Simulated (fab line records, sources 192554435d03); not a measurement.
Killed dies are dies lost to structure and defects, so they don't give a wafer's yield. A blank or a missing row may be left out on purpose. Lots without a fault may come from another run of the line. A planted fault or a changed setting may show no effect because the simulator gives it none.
Which tool did it? | flow n5_finfet | 12 lots, 36 wafers sampled, at 3 steps of a route of 1938

WHAT THE GAUGES READ, wafer by wafer
N5_BEOL_M13_CD_MEAS_10: target cd 190 nm.
lot  | measured     | on        | cd_nm (nm)
L132 | day 12 19:28 | cd_sem-03 | 190.1 189.0 189.9
L131 | day 12 21:19 | cd_sem-03 | 191.4 193.4 190.8
L130 | day 12 22:25 | cd_sem-01 | 190.4 190.8 191.6
L134 | day 13 09:46 | cd_sem-02 | 188.8 189.0 188.3
L137 | day 13 23:32 | cd_sem-02 | 188.8 188.8 190.1
L135 | day 14 01:44 | cd_sem-03 | 189.8 190.7 190.7
L142 | day 15 16:06 | cd_sem-03 | 187.9 188.9 187.5
L144 | day 16 11:27 | cd_sem-01 | 192.3 193.3 192.4
L151 | day 17 12:33 | cd_sem-03 | 192.2 192.1 192.5
L150 | day 17 13:55 | cd_sem-03 | 192.2 190.3 192.3
L152 | day 17 15:01 | cd_sem-02 | 189.9 188.7 188.7
L153 | day 18 07:46 | cd_sem-03 | 191.0 191.7 190.8

WHICH TOOL RAN EACH LOT (tool, then ch and the chambers of the sampled wafers, then the start)
lot  | N5_BEOL_M12_SPUTTER_43       | N5_BEOL_M12_DEP_53
L132 | pvd_sputter-03, day 12 17:48 | pecvd-04 ch 0,1,2, day 12 18:53
L131 | pvd_sputter-03, day 12 19:32 | pecvd-03 ch 0,1, day 12 20:37
L130 | pvd_sputter-02, day 12 20:45 | pecvd-03 ch 0,1,2, day 12 21:50
L134 | pvd_sputter-02, day 13 08:07 | pecvd-04 ch 1,2, day 13 09:11
L137 | pvd_sputter-03, day 13 21:41 | pecvd-04 ch 0,1,2, day 13 22:58
L135 | pvd_sputter-01, day 14 00:05 | pecvd-02 ch 1,2, day 14 01:10
L142 | pvd_sputter-01, day 15 14:19 | pecvd-03 ch 1,2, day 15 15:23
L144 | pvd_sputter-02, day 16 08:59 | pecvd-02 ch 0,1, day 16 10:45
L151 | pvd_sputter-01, day 17 10:41 | pecvd-02 ch 0,1,2, day 17 11:47
L150 | pvd_sputter-02, day 17 12:13 | pecvd-02 ch 0,1,2, day 17 13:17
L152 | pvd_sputter-03, day 17 13:13 | pecvd-04 ch 0,2, day 17 14:18
L153 | pvd_sputter-01, day 18 05:49 | pecvd-04 ch 0,2, day 18 07:04
- N5_BEOL_M12_SPUTTER_43: material TaN, target thk 15 nm, time 24.19 s.
- N5_BEOL_M12_DEP_53: deposits SiCN from 3MS/NH3, target thk 30 nm, time 10.5 s.

WHAT THE TOOLS THEMSELVES READ (means of the sampled wafers that have a number; where no wafer has one, the mark that the record gives instead)
N5_BEOL_M12_SPUTTER_43.
lot  | tool           | bias_v (V) | cathode_dc_power_W (W) | throttle_valve_pct (%)
L132 | pvd_sputter-03 | 169.4      | 14999                  | 30.5
L131 | pvd_sputter-03 | 168.5      | 14999                  | 29.0
L130 | pvd_sputter-02 | 169.3      | 15000                  | 30.0
L134 | pvd_sputter-02 | 169.4      | 14999                  | 30.2
L137 | pvd_sputter-03 | 168.7      | 15000                  | 28.8
L135 | pvd_sputter-01 | 167.5      | 14997                  | 31.3
L142 | pvd_sputter-01 | 168.2      | 15002                  | 31.0
L144 | pvd_sputter-02 | 169.6      | 15001                  | 29.7
L151 | pvd_sputter-01 | 170.0      | 15001                  | 30.2
L150 | pvd_sputter-02 | 168.8      | 15000                  | 29.4
L152 | pvd_sputter-03 | 169.5      | 15000                  | 29.6
L153 | pvd_sputter-01 | 167.3      | 15000                  | 30.3

N5_BEOL_M12_DEP_53.
lot  | tool     | showerhead_plenum_p_Torr (Torr) | throttle_valve_pct (%)
L132 | pecvd-04 | 4.146                           | 18.0
L131 | pecvd-03 | 4.165                           | 20.2
L130 | pecvd-03 | 4.169                           | 19.0
L134 | pecvd-04 | 4.132                           | 17.7
L137 | pecvd-04 | 4.147                           | 18.1
L135 | pecvd-02 | 4.132                           | 18.9
L142 | pecvd-03 | 4.170                           | 18.0
L144 | pecvd-02 | 4.146                           | 19.4
L151 | pecvd-02 | 4.143                           | 18.9
L150 | pecvd-02 | 4.148                           | 18.9
L152 | pecvd-04 | 4.123                           | 17.7
L153 | pecvd-04 | 4.125                           | 17.8

THE ANSWER, worked out from the rows above alone
Rule: what is usual is taken from the lots themselves. Put in order of their means at a reading, lots are off if they are a third of the lots or fewer, leave a main group of 4 or more, and stand apart from it by a gap of 3 or more times the standard deviation of the main group's means; of several such gaps the widest counts. A main group whose means are all the same, to the digits that the tables above print for the reading, isn't used. A lot without any number at a reading at which 4 lots or more have one is off too. The other lots that the step has rows for count as sound. The gauges are gone through in route order, then the tools' own readings, and for those a lot's mean is taken as printed above. The first step at which some lot is off is used, and at that step the reading that is off furthest; a lot without a number counts as furthest.
No lot is off at any reading shown: from this, nothing can be told.

WHAT THE SIMULATOR HAD PUT IN
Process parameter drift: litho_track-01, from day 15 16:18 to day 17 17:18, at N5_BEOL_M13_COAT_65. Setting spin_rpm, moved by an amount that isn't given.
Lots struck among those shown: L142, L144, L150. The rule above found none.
